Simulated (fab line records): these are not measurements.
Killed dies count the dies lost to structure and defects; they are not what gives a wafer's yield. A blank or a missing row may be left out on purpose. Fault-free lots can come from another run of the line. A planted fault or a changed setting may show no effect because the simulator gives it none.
Matching of chambers ; flow nand-harc ; NHARC_P_M1_ETCH_35 on rie-diel-04 has 4 sister chambers
The step etches the open film in N2/H2, target depth 40 nm, overetch 12 nm, time 43.94 s. 4 wafers are shown with their chamber, then 12 later ones without.

EACH WAFER AND ITS CHAMBER
wafer;chamber;rf-vpp-V (V)
L087.6;3;430.5
L088.1;0;433.5
L088.2;2;433.1
L088.3;1;432.8

WAFERS WITHOUT THEIR CHAMBER
wafer;rf-vpp-V (V)
L091.1;433.2
L091.3;433.4
L091.5;433.3
L092.3;431.0
L092.4;436.3
L092.6;433.9
L094.1;429.1
L094.2;434.2
L094.5;430.6
L096.2;433.6
L096.3;434.6
L096.5;433.7

EACH ONE'S CHAMBER
wafer;from the rows above;in truth
L091.1;can't be placed: 2 or 0 or 1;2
L091.3;can't be placed: 0 or 2 or 1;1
L091.5;can't be placed: 0 or 2 or 1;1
L092.3;can't be placed: 3 or 1 or 2 or 0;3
L092.4;can't be placed: 0 or 2 or 1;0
L092.6;can't be placed: 0 or 2 or 1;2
L094.1;3;3
L094.2;can't be placed: 0 or 2 or 1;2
L094.5;3;3
L096.2;can't be placed: 0 or 2 or 1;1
L096.3;can't be placed: 0 or 2 or 1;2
L096.5;can't be placed: 0 or 2 or 1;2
2 of 12 placed correctly. From these rows, 10 cannot be placed; in 10 the true chamber is one of the candidates. 0 placed wrongly.
How it was worked out, from the rows above alone: a wafer's distance from a chamber is the root of the sum, over the readings, of the square of ((its reading less the chamber's mean) divided by the reading's scatter). If the next closest chamber is less than 2 further off than the closest, the wafer can't be placed; otherwise it belongs to the closest. Each chamber's mean is taken over the wafers shown for it. The scatter: root of mean squared gap, hidden wafer to nearest shown wafer, with one shown wafer a chamber.
